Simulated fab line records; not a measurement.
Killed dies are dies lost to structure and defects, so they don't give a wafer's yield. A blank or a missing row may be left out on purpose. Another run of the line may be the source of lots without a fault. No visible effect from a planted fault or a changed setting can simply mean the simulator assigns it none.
fab line records    flow n5-finfet
record: lots: 7  wafers: 39
route steps=1938 shown FIN_SAQP@102 SPACER0@258 HKMG_FIN@413 BEOL_M0_SAQP@636
start-h: hours from the record's first day to the start of the lot's first wafer shown    wait-h: hours since the lot's step before    " unchanged from the row above    L1.1+2: a row that stands for several wafers    - either no value or no given start    * or withheld: withheld    < > ~ a bound
route shown NAME@n: NAME is a module with steps in the file, n the number in the route of the first one    usual: mean/standard deviation of fault-free wafers    same: alike in all rows    chamber/n: place in a boat    sites: readings site by site    _std_site: standard deviation of those values    _edge_site: inner sites' mean taken away from outer sites' mean    radius-mm: for every site, how far away it sits from the centre of the wafer    mask NAME#n: copy n    behind: tool/chamber where the wafer was last shaped    hold: reason for holding the lot/hours on hold/outcome of the hold    device: which transistor (n, p or np) failed to switch    end of line: the same wafers' tests at the end of the route    a step given without rows: its recipe and nothing more    killed: not the wafer's yield, but the dies lost to structure and defects at the first sort    map: per-die view of a wafer (x killed, . not killed, _ where there is no die)
set.NAME: the setting that was run; set.NAME@STEP: the one run at that earlier step    model.NAME: the simulator's own value behind a step, which no gauge read
one table per step and one row per wafer, for lots whose settings were changed on purpose
== steps ==
step: N5_FIN_SAQP_HM_DEP_72
recipe: material: SiO2  target-thk-a: 120  temp-c: 400  precursor: SiH4/N2O  pressure-torr: 0.75  rf-w: 275  time-s: 7.2
lot.wafer  tool      chamber  start-h  wait-h  set.target-thk-a  model.SiO2_of_FIN_SAQP_HM_DEP_72.thk-nm
L082.1     pecvd-03  1        69.87    0.0     120               12
L082.2     "         2        "        "       120               12.11
L082.3     "         0        "        "       57.07             5.812
L082.4     "         1        "        "       120               12.16
L082.5     "         0        "        "       57.07             5.868
L082.6     "         2        "        "       57.07             5.849
L083.1     pecvd-01  0        75.14    0.0     120               11.69
L083.2     "         2        "        "       120               11.8
L083.3     "         1        "        "       120               11.95
L083.4     "         2        "        "       120               11.94
L083.5     "         0        "        "       120               11.93
L083.6     "         1        "        "       120               12.04
L085.1     pecvd-01  0        86.85    0.0     120               11.62
L085.2+4   "         2,0      "        "       120               11.74
L085.3     "         1        "        "       120               11.77
L085.5     "         1        "        "       120               11.94
L085.6     "         2        "        "       120               11.91
L090.3     pecvd-02  0        118.59   0.0     120               12.01
L090.5     "         1        "        "       120               12.09
L090.6     "         2        "        "       120               11.99
L093.1     pecvd-01  1        134.62   0.0     120               12.03
L093.2     "         2        "        "       48.44             4.701
L093.3     "         0        "        "       48.44             4.716
L093.4     "         1        "        "       120               12.17
L093.5     "         0        "        "       48.44             4.778
L093.6     "         2        "        "       120               12.02
L094.1     pecvd-01  0        141.96   0.0     120               11.82
L094.2     "         2        "        "       120               12.07
L094.3+4   "         1,0      "        "       120               12
L094.5     "         1        "        "       120               12.05
L094.6     "         2        "        "       120               11.98
L096.1     pecvd-01  2        153.75   0.0     72.4              7.199
L096.2     "         0        "        "       120               11.7
L096.3     "         1        "        "       72.4              7.002
L096.4     "         2        "        "       120               12.08
L096.5     "         0        "        "       120               11.82
L096.6     "         1        "        "       72.4              7.209
step: N5_FIN_SAQP_COAT_49
recipe: resist: SOC  temp-c: 250  time-s: 60  spin-rpm: 1500  resist-thk-nm: 100
step: N5_FIN_SAQP_COAT_50
recipe: resist: SiARC  temp-c: 220  time-s: 60  spin-rpm: 1500  resist-thk-nm: 35
step: N5_FIN_SAQP_ETCH_52
recipe: chemistry: N2/H2  target: SOC  target-depth-a: 1000  overetch-a: 200  mask-material: SiARC  temp-c: 40  time-s: 150  ion-energy-ev: 200  pressure-mtorr: 30  source-w: 840  bias-w: 150  n2-flow-sccm: 200  h2-flow-sccm: 200  ends: end-point
step: N5_FIN_SAQP_STRIP_53
recipe: chemistry: N2/H2  temp-c: 40  n2-flow-sccm: 200  h2-flow-sccm: 200  rf-frequency-hz: 6e+07
step: N5_FIN_SAQP_HM_OPEN_73
recipe: chemistry: CHF3/O2  target: SiO2  stop-on: a-Si  target-depth-a: 120  over-etch-frac: 1.8  mask-material: SOC  time-s: 16.8  pressure-mtorr: 30  source-w: 650  bias-w: 170  Ar_flow_sccm: 200  CHF3_flow_sccm: 50  O2_flow_sccm: 5  ion-energy-ev: 200  ends: end-point
lot.wafer  tool         chamber  start-h  wait-h  set.target-thk-a@FIN_SAQP_HM_DEP_72  model.etch.depth-nm
L082.1     rie-diel-04  1        71.17    0.0     120                                  12
L082.2     "            0        "        "       120                                  12.11
L082.3     "            3        "        "       57.07                                5.812
L082.4     "            2        "        "       120                                  12.16
L082.5     "            3        "        "       57.07                                5.868
L082.6     "            0        "        "       57.07                                5.849
L083.1     rie-diel-04  0        75.97    0.0     120                                  11.69
L083.2     "            3        "        "       120                                  11.8
L083.3     "            2        "        "       120                                  11.95
L083.4     "            1        "        "       120                                  11.94
L083.5     "            2        "        "       120                                  11.93
L083.6     "            3        "        "       120                                  12.04
L085.1     rie-diel-01  2        87.59    0.0     120                                  11.62
L085.2+4   "            3,1      "        "       120                                  11.74
L085.3     "            0        "        "       120                                  11.77
L085.5     "            3        "        "       120                                  11.94
L085.6     "            2        "        "       120                                  11.91
L090.3     rie-diel-02  2        119.33   0.0     120                                  12.01
L090.5     "            1        "        "       120                                  12.09
L090.6     "            2        "        "       120                                  11.99
L093.1     rie-diel-02  0        135.36   0.0     120                                  12.03
L093.2     "            3        "        "       48.44                                4.701
L093.3     "            2        "        "       48.44                                4.716
L093.4     "            1        "        "       120                                  12.17
L093.5     "            2        "        "       48.44                                4.778
L093.6     "            1        "        "       120                                  12.02
L094.1     rie-diel-02  0        142.70   0.0     120                                  11.82
L094.2     "            2        "        "       120                                  12.07
L094.3+4   "            3,1      "        "       120                                  12
L094.5     "            0        "        "       120                                  12.05
L094.6     "            1        "        "       120                                  11.98
L096.1     rie-diel-04  0        154.50   0.0     72.4                                 7.199
L096.2     "            2        "        "       120                                  11.7
L096.3     "            1        "        "       72.4                                 7.002
L096.4     "            3        "        "       120                                  12.08
L096.5     "            0        "        "       120                                  11.82
L096.6     "            1        "        "       72.4                                 7.209
step: N5_SPACER0_ALD_07
recipe: material: SiNx  target-thk-a: 20  temp-c: 400  ald-precursor-family: SiH2I2  ald-co-reactant: N2/H2-plasma  pressure-torr: 2
lot.wafer         tool        chamber      start-h  wait-h  set.target-thk-a  model.SiNx_of_SPACER0_ALD_07.thk-nm
L082.1+2+5        ald-sin-01  1,2,1        95.77    0.1     15.85             1.6
L082.3+4+6        "           3,0,2        "        "       20                2
L083.1+2+3+4+5+6  ald-sin-01  3,1,0,2,3,2  102.27   2.2     20                2
L085.1+2+3+4+5+6  ald-sin-01  0,2,3,1,3,0  114.20   0.4     20                2
L090.3+5+6        ald-sin-03  1,1,0        144.15   0.0     20                2
L093.1+2+3+4+5+6  ald-sin-01  2,0,1,3,3,0  161.88   0.0     20                2
L094.1+2+6        ald-sin-01  3,2,0        167.59   0.2     12.05             1.2
L094.3+4+5        "           0,1,1        "        "       20                2
L096.1+2+3+4+5+6  ald-sin-01  0,1,2,3,3,0  178.96   0.0     20                2
step: N5_HKMG_FIN_CVD_62
recipe: material: a-Si  target-thk-a: 30  temp-c: 500  precursor: Si2H6  pressure-torr: 1  time-s: 20.8
lot.wafer     tool               chamber  start-h  wait-h  set.target-thk-a  model.a-Si_of_HKMG_FIN_CVD_62.thk-nm
L082.1+6      thermal-cvd-si-01  1        121.61   0.2     34.79             3.6
L082.2        "                  0        "        "       30                3
L082.3+4      "                  2        "        "       30                2.8
L082.5        "                  0        "        "       34.79             3.4
L083.1        thermal-cvd-si-02  2        128.37   0.2     36.96             3.8
L083.2+4      "                  0,1      "        "       30                2.8
L083.3        "                  1        "        "       30                3
L083.5+6      "                  0,2      "        "       36.96             3.6
L085.1+2+4+6  thermal-cvd-si-02  1,2,1,2  139.69   0.2     30                3
L085.3+5      "                  0        "        "       30                2.8
L090.3        thermal-cvd-si-01  2        169.16   0.2     30                3
L090.5+6      "                  1,0      "        "       30                3.2
L093.1        thermal-cvd-si-02  1        187.05   0.2     30                3.2
L093.2+6      "                  2,1      "        "       22.01             2.4
L093.3+4      "                  0        "        "       30                3
L093.5        "                  2        "        "       22.01             2.2
L094.1+3+4    thermal-cvd-si-01  1,2,2    192.46   0.2     30                3
L094.2+5+6    "                  0,0,1    "        "       13.49             1.4
L096.1+2      thermal-cvd-si-01  1,0      205.98   0.2     30                3.2
L096.3        "                  2        "        "       30                3
L096.4+5+6    "                  2,1,0    "        "       43.18             4.4
step: N5_BEOL_M0_SAQP_PECVD_96
recipe: material: a-Si  target-thk-a: 450  temp-c: 350  precursor: SiH4/He  pressure-torr: 3  rf-w: 100  time-s: 45.2
lot.wafer  tool      chamber  start-h  wait-h  set.time-s  model.a-Si_of_BEOL_M0_SAQP_PECVD_96.thk-nm
L082.1     pecvd-04  1        155.25   0.0     32.79       31.8
L082.2     "         0        "        "       45.2        44.2
L082.3     "         2        "        "       45.2        44
L082.4+6   "         0,1      "        "       32.79       32.4
L082.5     "         2        "        "       45.2        44.6
L083.1     pecvd-04  2        159.51   0.0     45.2        42.6
L083.2     "         1        "        "       45.2        43.4
L083.3     "         0        "        "       45.2        43.2
L083.4     "         1        "        "       45.2        44
L083.5     "         0        "        "       45.2        44.4
L083.6     "         2        "        "       45.2        43.8
L085.1     pecvd-04  0        171.28   0.0     62.66       62.2
L085.2     "         2        "        "       62.66       61.6
L085.3     "         1        "        "       45.2        44.4
L085.4     "         0        "        "       62.66       62.8
L085.5     "         2        "        "       45.2        44.6
L085.6     "         1        "        "       45.2        45.2
L090.3     pecvd-04  1        201.64   0.0     45.2        44.4
L090.5+6   "         0,2      "        "       45.2        45.2
L093.1+3   pecvd-02  2,0      221.64   0.0     45.2        44.6
L093.2     "         1        "        "       45.2        44.4
L093.4+5   "         2,1      "        "       45.2        45
L093.6     "         0        "        "       45.2        45.8
L094.1     pecvd-04  0        227.72   0.0     21.04       20
L094.2     "         1        "        "       21.04       20.4
L094.3     "         1        "        "       21.04       20.6
L094.4+5   "         0,1      "        "       45.2        44.8
L094.6     "         0        "        "       45.2        44.4
L096.1     pecvd-04  0        242.64   0.0     23.72       23.4
L096.2     "         2        "        "       45.2        44.2
L096.3     "         1        "        "       45.2        44.6
L096.4     "         2        "        "       45.2        45
L096.5     "         0        "        "       23.72       23.2
L096.6     "         1        "        "       23.72       23.6
step: N5_BEOL_M0_SAQP_PECVD_97
recipe: material: SiNx  target-thk-a: 230  temp-c: 350  precursor: SiH4/NH3/N2  pressure-torr: 1.5  rf-w: 300  time-s: 19.9
step: N5_BEOL_M0_SAQP_PECVD_04
recipe: material: a-Si  target-thk-a: 600  temp-c: 350  precursor: SiH4/He  pressure-torr: 3  rf-w: 100  time-s: 60.2
step: N5_BEOL_M0_SAQP_ETCH_101
recipe: chemistry: CH3F/O2  target: SiNx  mask-material: SiO2  target-depth-a: 299  time-s: 42.7  pressure-mtorr: 30  source-w: 395  bias-w: 73  Ar_flow_sccm: 150  CH3F_flow_sccm: 30  O2_flow_sccm: 20  ion-energy-ev: 120
step: N5_BEOL_M0_SAQP_ETCH_102
recipe: chemistry: CF4  target: SiO2  target-depth-a: 40  ion-energy-ev: 350  time-s: 4.4  pressure-mtorr: 10  icp-w: 800  bias-w: 400  cf4-flow-sccm: 80
step: N5_BEOL_M0_SAQP_MANDREL_ETCH_103
recipe: chemistry: HBr/Cl2  target: a-Si  target-depth-a: 450  bt-time-s: 10  stop-on: SiCN  mask-material: SiO2  over-etch-frac: 0.8  time-s: 27  pressure-mtorr: 10  icp-w: 800  bias-w: 75  HBr_flow_sccm: 150  Cl2_flow_sccm: 80  ends: end-point
usual: oes-product-au: 0.680/0.011
lot.wafer  tool       chamber  start-h  wait-h  set.time-s@BEOL_M0_SAQP_PECVD_96  oes-product-au  model.etch.depth-nm
L082.1     rie-si-02  3        157.70   0.0     32.79                             0.572           31.78
L082.2     "          0        "        "       45.2                              0.692           44.23
L082.3     "          2        "        "       45.2                              0.671           44.01
L082.4     "          1        "        "       32.79                             0.563           32.44
L082.5     "          1        "        "       45.2                              0.683           44.67
L082.6     "          2        "        "       32.79                             0.557           32.35
L083.1     rie-si-02  0        162.71   0.0     45.2                              0.676           42.59
L083.2     "          2        "        "       45.2                              0.667           43.45
L083.3     "          3        "        "       45.2                              0.671           43.22
L083.4     "          1        "        "       45.2                              0.686           43.91
L083.5     "          2        "        "       45.2                              0.672           44.32
L083.6     "          1        "        "       45.2                              0.675           43.72
L085.1     rie-si-06  1        173.97   0.0     62.66                             0.845           62.23
L085.2     "          3        "        "       62.66                             0.817           61.52
L085.3     "          2        "        "       45.2                              0.681           44.44
L085.4     "          0        "        "       62.66                             0.858           62.87
L085.5     "          3        "        "       45.2                              0.676           44.57
L085.6     "          0        "        "       45.2                              0.696           45.16
L090.3     rie-si-02  3        204.35   0.0     45.2                              0.681           44.42
L090.5     "          2        "        "       45.2                              0.678           45.3
L090.6     "          1        "        "       45.2                              0.692           45.11
L093.1     rie-si-06  3        224.47   0.0     45.2                              0.674           44.59
L093.2     "          0        "        "       45.2                              0.695           44.39
L093.3     "          1        "        "       45.2                              0.696           44.67
L093.4     "          2        "        "       45.2                              0.690           44.93
L093.5     "          3        "        "       45.2                              0.676           44.92
L093.6     "          2        "        "       45.2                              0.683           45.71
L094.1     rie-si-02  2        231.77   0.0     21.04                             0.455           19.97
L094.2     "          3        "        "       21.04                             0.479           20.35
L094.3     "          1        "        "       21.04                             0.472           20.59
L094.4     "          0        "        "       45.2                              0.695           44.86
L094.5     "          3        "        "       45.2                              0.681           44.75
L094.6     "          0        "        "       45.2                              0.688           44.42
L096.1     rie-si-02  3        246.54   0.0     23.72                             0.498           23.37
L096.2     "          1        "        "       45.2                              0.676           44.21
L096.3     "          2        "        "       45.2                              0.673           44.64
L096.4     "          0        "        "       45.2                              0.697           45.04
L096.5     "          0        "        "       23.72                             0.490           23.11
L096.6     "          1        "        "       23.72                             0.499           23.62
== key ==
split: step: N5_FIN_SAQP_HM_DEP_72  setting: target-thk-a  stated: 120  by: wafer
response: step: N5_FIN_SAQP_HM_DEP_72  reading: model.SiO2_of_FIN_SAQP_HM_DEP_72.thk-nm  change: +0.121  per: 1%  r: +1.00
response: step: N5_FIN_SAQP_HM_OPEN_73  reading: model.etch.depth-nm  change: +0.121  per: 1%  r: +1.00
split: step: N5_SPACER0_ALD_07  setting: target-thk-a  stated: 20  by: wafer
response: step: N5_SPACER0_ALD_07  reading: model.SiNx_of_SPACER0_ALD_07.thk-nm  change: +0.0199  per: 1%  r: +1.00
split: step: N5_HKMG_FIN_CVD_62  setting: target-thk-a  stated: 30  by: wafer
response: step: N5_HKMG_FIN_CVD_62  reading: model.a-Si_of_HKMG_FIN_CVD_62.thk-nm  change: +0.0298  per: 1%  r: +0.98
split: step: N5_BEOL_M0_SAQP_PECVD_96  setting: time-s  stated: 45.2  by: wafer
response: step: N5_BEOL_M0_SAQP_PECVD_96  reading: model.a-Si_of_BEOL_M0_SAQP_PECVD_96.thk-nm  change: +0.45  per: 1%  r: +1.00
response: step: N5_BEOL_M0_SAQP_MANDREL_ETCH_103  reading: oes-product-au  change: +0.00405  per: 1%  r: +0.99
response: step: N5_BEOL_M0_SAQP_MANDREL_ETCH_103  reading: model.etch.depth-nm  change: +0.451  per: 1%  r: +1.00
